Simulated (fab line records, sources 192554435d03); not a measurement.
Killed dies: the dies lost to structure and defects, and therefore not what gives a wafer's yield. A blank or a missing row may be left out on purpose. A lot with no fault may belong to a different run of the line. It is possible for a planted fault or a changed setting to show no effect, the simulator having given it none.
Lot-split experiment :: flow n5-finfet :: 7 lots, 21 wafers read, on a route of 1938 steps

THE SPLIT ITSELF
At N5_BEOL_M10_ILD_DEP_00 (deposits SiCOH lowk from DEMS/porogen, target thk 308.51 nm, time 58 s), the setting time-s was moved away from the recipe's 58 s on 5 of the 21 wafers read, by -5.5% to +11.1%. For the rest of the wafers, this setting stayed at what the recipe calls for.

FROM THE SPLIT ON TO THE READING: in between, the file shows 1 step
- N5_BEOL_M10_CURE_71: cures SiCOH lowk, time 240 s

THE READING
M10_ILD_THK in nanometres, read at N5_BEOL_M10_THK_MEAS_01. A value of 268 nm with a standard deviation of 3.8 nm is what fault-free wafers of this fab line usually give.

wafer: L074.2
tool, chamber at the split: pecvd-01, 0
time-s as run, s: 63.32
against the recipe: +9.2%
M10_ILD_THK, nm: 289
against lot-mates on the recipe: +20

wafer: L074.4
tool, chamber at the split: pecvd-01, 2
time-s as run, s: 58
against the recipe: recipe
M10_ILD_THK, nm: 266
against lot-mates on the recipe: -

wafer: L074.6
tool, chamber at the split: pecvd-01, 1
time-s as run, s: 58
against the recipe: recipe
M10_ILD_THK, nm: 273
against lot-mates on the recipe: -

wafer: L076.1
tool, chamber at the split: pecvd-02, 1
time-s as run, s: 58
against the recipe: recipe
M10_ILD_THK, nm: 264
against lot-mates on the recipe: -

wafer: L076.2
tool, chamber at the split: pecvd-02, 0
time-s as run, s: 58
against the recipe: recipe
M10_ILD_THK, nm: 267
against lot-mates on the recipe: -

wafer: L076.4
tool, chamber at the split: pecvd-02, 1
time-s as run, s: 54.79
against the recipe: -5.5%
M10_ILD_THK, nm: 253
against lot-mates on the recipe: -12

wafer: L077.1
tool, chamber at the split: pecvd-02, 2
time-s as run, s: 64.46
against the recipe: +11.1%
M10_ILD_THK, nm: 293
against lot-mates on the recipe: +22

wafer: L077.2
tool, chamber at the split: pecvd-02, 0
time-s as run, s: 58
against the recipe: recipe
M10_ILD_THK, nm: 273
against lot-mates on the recipe: -

wafer: L077.6
tool, chamber at the split: pecvd-02, 2
time-s as run, s: 58
against the recipe: recipe
M10_ILD_THK, nm: 269
against lot-mates on the recipe: -

wafer: L085.1
tool, chamber at the split: pecvd-01, 2
time-s as run, s: 58
against the recipe: recipe
M10_ILD_THK, nm: 265
against lot-mates on the recipe: -

wafer: L085.5
tool, chamber at the split: pecvd-01, 2
time-s as run, s: 58
against the recipe: recipe
M10_ILD_THK, nm: 271
against lot-mates on the recipe: -

wafer: L085.6
tool, chamber at the split: pecvd-01, 0
time-s as run, s: 58
against the recipe: recipe
M10_ILD_THK, nm: 272
against lot-mates on the recipe: -

wafer: L089.1
tool, chamber at the split: pecvd-01, 1
time-s as run, s: 58
against the recipe: recipe
M10_ILD_THK, nm: 267
against lot-mates on the recipe: -

wafer: L089.3
tool, chamber at the split: pecvd-01, 0
time-s as run, s: 58
against the recipe: recipe
M10_ILD_THK, nm: 265
against lot-mates on the recipe: -

wafer: L089.6
tool, chamber at the split: pecvd-01, 1
time-s as run, s: 58
against the recipe: recipe
M10_ILD_THK, nm: 274
against lot-mates on the recipe: -

wafer: L095.1
tool, chamber at the split: pecvd-02, 0
time-s as run, s: 58
against the recipe: recipe
M10_ILD_THK, nm: 265
against lot-mates on the recipe: -

wafer: L095.2
tool, chamber at the split: pecvd-02, 2
time-s as run, s: 63.32
against the recipe: +9.2%
M10_ILD_THK, nm: 288
against lot-mates on the recipe: +23

wafer: L095.6
tool, chamber at the split: pecvd-02, 1
time-s as run, s: 63.32
against the recipe: +9.2%
M10_ILD_THK, nm: 291
against lot-mates on the recipe: +26

wafer: L096.1
tool, chamber at the split: pecvd-02, 2
time-s as run, s: 58
against the recipe: recipe
M10_ILD_THK, nm: 259
against lot-mates on the recipe: -

wafer: L096.4
tool, chamber at the split: pecvd-02, 1
time-s as run, s: 58
against the recipe: recipe
M10_ILD_THK, nm: 269
against lot-mates on the recipe: -

wafer: L096.5
tool, chamber at the split: pecvd-02, 0
time-s as run, s: 58
against the recipe: recipe
M10_ILD_THK, nm: 269
against lot-mates on the recipe: -

THE FIT
A straight line over all 21 wafers: M10_ILD_THK changes by +2.34 nm for each +1% of time-s; r = +0.94; the points scatter about the line by 3.7 nm.
The same after taking each lot's own level away (the mean of its wafers on the recipe; 21 wafers): +2.31 nm for each +1%; r = +0.95; scatter 3.4 nm.
According to that fit, moving time-s by its largest amount changes the reading by 26 nm.
Measured against the standard deviation above, the lots' own levels, which go from 265.0 to 271.0 nm, span 1.6 times it.
The two slopes are in agreement: the lot-to-lot level therefore moves the slope only a little.
Check: with one of the wafers moved furthest among these (+11.1%) left out of the fit, the line predicts +27.5 nm for it against its lot-mates. It came out at +22 nm against them.

OTHER SPLITS ON THESE WAFERS
Before the reading, these wafers also passed through other splits. Each is held against what the fit with the lots' levels taken away leaves over:
other split on the same wafers: N5_BEOL_M9_COAT_75 spin-rpm
wafers away from the commonest value: 9
r with M10_ILD_THK (lot level and that fit taken away): -0.17

THE WHOLE CHAIN: every reading that the file lists as answering this split, in the file's order
step: N5_BEOL_M10_ILD_DEP_00
what it does: deposits SiCOH lowk from DEMS/porogen, target thk 308.51 nm, time 58 s
reading: SiCOH_lowk_of_BEOL_M10_ILD_DEP_00.thk-nm (the simulator's own value, which no gauge read)
change (the file's fit): +2.53 nm for each +1% of the setting
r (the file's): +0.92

step: N5_BEOL_M10_CURE_71
what it does: cures SiCOH lowk, time 240 s
reading: SiCOH_lowk_of_BEOL_M10_ILD_DEP_00.thk-nm (the simulator's own value, which no gauge read)
change (the file's fit): +2.25 nm for each +1% of the setting
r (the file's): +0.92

step: N5_BEOL_M10_THK_MEAS_01
what it does: 
reading: M10_ILD_THK
change (the file's fit): +2.25 for each +1% of the setting
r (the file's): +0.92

FILE'S OWN FIT
M10_ILD_THK changes by +2.25 nm for each +1% of time-s, r = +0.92.
